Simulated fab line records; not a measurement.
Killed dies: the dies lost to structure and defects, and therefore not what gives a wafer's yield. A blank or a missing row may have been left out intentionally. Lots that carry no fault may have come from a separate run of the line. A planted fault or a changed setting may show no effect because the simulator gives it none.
Split-lot experiment | flow n5Finfet | on a route of 1938 steps: 7 lots, 21 wafers read

ON THE SPLIT
At N5_BEOL_M2_DESCUM_16 (chemistry O2, time 7 s), the setting timeS was moved away from the recipe's 7 s on 5 of the 21 wafers read, by -16.2% to -10.3%. The other wafers ran this setting at the recipe's value.

The split's own step is where the reading is taken.

THE READING
CAR-EUV_of_BEOL_M2_COAT_05.thkNm (the simulator's own value, which no gauge read), in nm, at N5_BEOL_M2_DESCUM_16 (chemistry O2, time 7 s). No usual value for it is given in the file. Here, 16 wafers ran the recipe; their average is 26.1 nm with a standard deviation of 0.11 nm.

wafer  | tool, chamber at the split | timeS as run, s | against the recipe | CAR-EUV_of_BEOL_M2_COAT_05.thkNm, nm | against lot-mates on the recipe
L080.1 | rieDiel-01, 2              | 7               | recipe             | 26.2                                 | -
L080.2 | rieDiel-01, 1,3            | 5.863           | -16.2%             | 26.8                                 | +0.6
L080.5 | rieDiel-01, 1,3            | 5.863           | -16.2%             | 26.8                                 | +0.6
L081.1 | rieDiel-03, 0,1,2          | 7               | recipe             | 26                                   | -
L081.3 | rieDiel-03, 0,1,2          | 7               | recipe             | 26                                   | -
L081.4 | rieDiel-03, 0,1,2          | 7               | recipe             | 26                                   | -
L090.1 | rieDiel-03, 2,1            | 7               | recipe             | 26                                   | -
L090.5 | rieDiel-03, 2,1            | 7               | recipe             | 26                                   | -
L090.6 | rieDiel-03, 0              | 7               | recipe             | 26.2                                 | -
L091.2 | rieDiel-03, 0,3            | 7               | recipe             | 26                                   | -
L091.6 | rieDiel-03, 0,3            | 7               | recipe             | 26                                   | -
L091.5 | rieDiel-03, 2              | 7               | recipe             | 25.8                                 | -
L093.2 | rieDiel-03, 3,1            | 7               | recipe             | 26.2                                 | -
L093.6 | rieDiel-03, 3,1            | 7               | recipe             | 26.2                                 | -
L093.5 | rieDiel-03, 2              | 7               | recipe             | 26                                   | -
L097.2 | rieDiel-01, 1,3            | 6.28            | -10.3%             | 26.4                                 | +0.4
L097.6 | rieDiel-01, 1,3            | 6.28            | -10.3%             | 26.4                                 | +0.4
L097.4 | rieDiel-01, 3              | 7               | recipe             | 26                                   | -
L096.1 | rieDiel-03, 1              | 5.969           | -14.7%             | 26.6                                 | +0.5
L096.2 | rieDiel-03, 0              | 7               | recipe             | 26.2                                 | -
L096.3 | rieDiel-03, 2              | 7               | recipe             | 26                                   | -
The file does not say which wafer passed through which chamber wherever a row lists several chambers: such a row stands for several wafers.

THE FIT
A straight line over all 21 wafers: CAR-EUV_of_BEOL_M2_COAT_05.thkNm changes by -0.0418 nm for each +1% of timeS; r = -0.92; the points scatter about the line by 0.11 nm.
The same after taking each lot's own level away (the mean of its wafers on the recipe; 21 wafers): -0.0366 nm for each +1%; r = -0.95; scatter 0.074 nm.
That fit puts the effect of the largest move of timeS on the reading at 0.6 nm.
Across the lots, their own levels run from 25.93 to 26.20 nm, a range of 2.4 times the standard deviation given above.
In other words, the slope is changed by the lot-to-lot level; the two fits disagree.
Check: for one of the wafers moved furthest among these (-16.2%), held out of the fit, the line's prediction against its lot-mates is +0.594 nm. Against them it came out at +0.6 nm.

FURTHER SPLITS ON THESE WAFERS
Before the reading, these wafers also passed through other splits. Each is held against what the fit with the lots' levels taken away leaves over:
other split on the same wafers       | wafers away from the commonest value | r with CAR-EUV_of_BEOL_M2_COAT_05.thkNm (lot level and that fit taken away)
N5_HKMG_FIN_ETCH_32 biasW            | 8                                    | +0.15
N5_GATE_CUT_ETCH_37 biasW            | 9                                    | -0.15
N5_MOL_CONTACT_COAG_EXPOSE_81 doseMj | 6                                    | -0.04
N5_MOL_CONTACT_COAG_ETCH_91 sourceW  | 6                                    | -0.03
N5_MOL_CONTACT_COAG_COAT_63 spinRpm  | 6                                    | +0.18
N5_MOL_CONTACT_COAG_EXPOSE_37 doseMj | 7                                    | -0.44
N5_BEOL_M0_CUTY_DESCUM_61 timeS      | 5                                    | -0.16
N5_BEOL_M0_ETCH_138 sourceW          | 4                                    | +0.16
N5_BEOL_M2_COAT_73 tempC             | 3                                    | -0.26

THE FILE'S OWN FIT
CAR-EUV_of_BEOL_M2_COAT_05.thkNm changes by -0.0362 nm for each +1% of timeS, r = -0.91.
